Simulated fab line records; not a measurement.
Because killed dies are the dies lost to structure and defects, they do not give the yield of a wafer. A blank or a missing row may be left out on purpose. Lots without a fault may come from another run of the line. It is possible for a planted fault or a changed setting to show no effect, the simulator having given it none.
Matching of chambers / flow nand_harc / NHARC_A_BONDPAD_ETCH_34 on rie_diel-02: 4 sister chambers
The step etches the open film in N2/H2, target depth 60 nm, overetch 18 nm, time 65.91 s. 8 wafers are shown with their chamber, then 8 later ones without.

## WAFERS, EACH WITH ITS CHAMBER
wafer=L960.4; chamber=2; rf_vpp_V (V)=426.4; oes_product_au (a.u.)=1.013
wafer=L962.2; chamber=3; rf_vpp_V (V)=434.9; oes_product_au (a.u.)=0.987
wafer=L962.4; chamber=0; rf_vpp_V (V)=432.6; oes_product_au (a.u.)=0.998
wafer=L962.5; chamber=3; rf_vpp_V (V)=434.2; oes_product_au (a.u.)=0.989
wafer=L972.1; chamber=2; rf_vpp_V (V)=428.8; oes_product_au (a.u.)=1.004
wafer=L972.2; chamber=0; rf_vpp_V (V)=432.1; oes_product_au (a.u.)=0.972
wafer=L972.3; chamber=1; rf_vpp_V (V)=428.0; oes_product_au (a.u.)=1.018
wafer=L975.2; chamber=1; rf_vpp_V (V)=427.2; oes_product_au (a.u.)=1.003

## WAFERS WITH NO CHAMBER GIVEN
wafer=L975.4; rf_vpp_V (V)=428.0; oes_product_au (a.u.)=1.010
wafer=L975.5; rf_vpp_V (V)=427.6; oes_product_au (a.u.)=0.998
wafer=L978.1; rf_vpp_V (V)=433.5; oes_product_au (a.u.)=0.986
wafer=L978.2; rf_vpp_V (V)=428.5; oes_product_au (a.u.)=1.004
wafer=L978.5; rf_vpp_V (V)=434.1; oes_product_au (a.u.)=0.997
wafer=L981.1; rf_vpp_V (V)=427.4; oes_product_au (a.u.)=0.992
wafer=L981.4; rf_vpp_V (V)=431.6; oes_product_au (a.u.)=0.979
wafer=L981.6; rf_vpp_V (V)=434.9; oes_product_au (a.u.)=0.986

## CHAMBER TAKEN BY EACH
wafer=L975.4; from the rows above=can't be placed: 1 or 2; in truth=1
wafer=L975.5; from the rows above=can't be placed: 2 or 1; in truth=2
wafer=L978.1; from the rows above=can't be placed: 3 or 0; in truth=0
wafer=L978.2; from the rows above=can't be placed: 2 or 1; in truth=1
wafer=L978.5; from the rows above=can't be placed: 3 or 0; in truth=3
wafer=L981.1; from the rows above=can't be placed: 2 or 1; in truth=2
wafer=L981.4; from the rows above=0; in truth=0
wafer=L981.6; from the rows above=3; in truth=3
Correct placement for 2 of the 8. Not placeable from these rows: 6 (in 6, the candidates include the true chamber). 0 placed wrongly.
How it was worked out, from the rows above alone: a wafer's distance from a chamber is the root of the sum, over the readings, of the square of ((its reading less the chamber's mean) divided by the reading's scatter). The wafer belongs to the nearest chamber; if the next one is less than 2 further off, it can't be placed. For every chamber, the mean is computed from those of its wafers that are shown. The scatter is the square root of a quotient: the sum, over the shown wafers, of each reading's squared deviation from its chamber's mean, divided by wafers minus chambers.
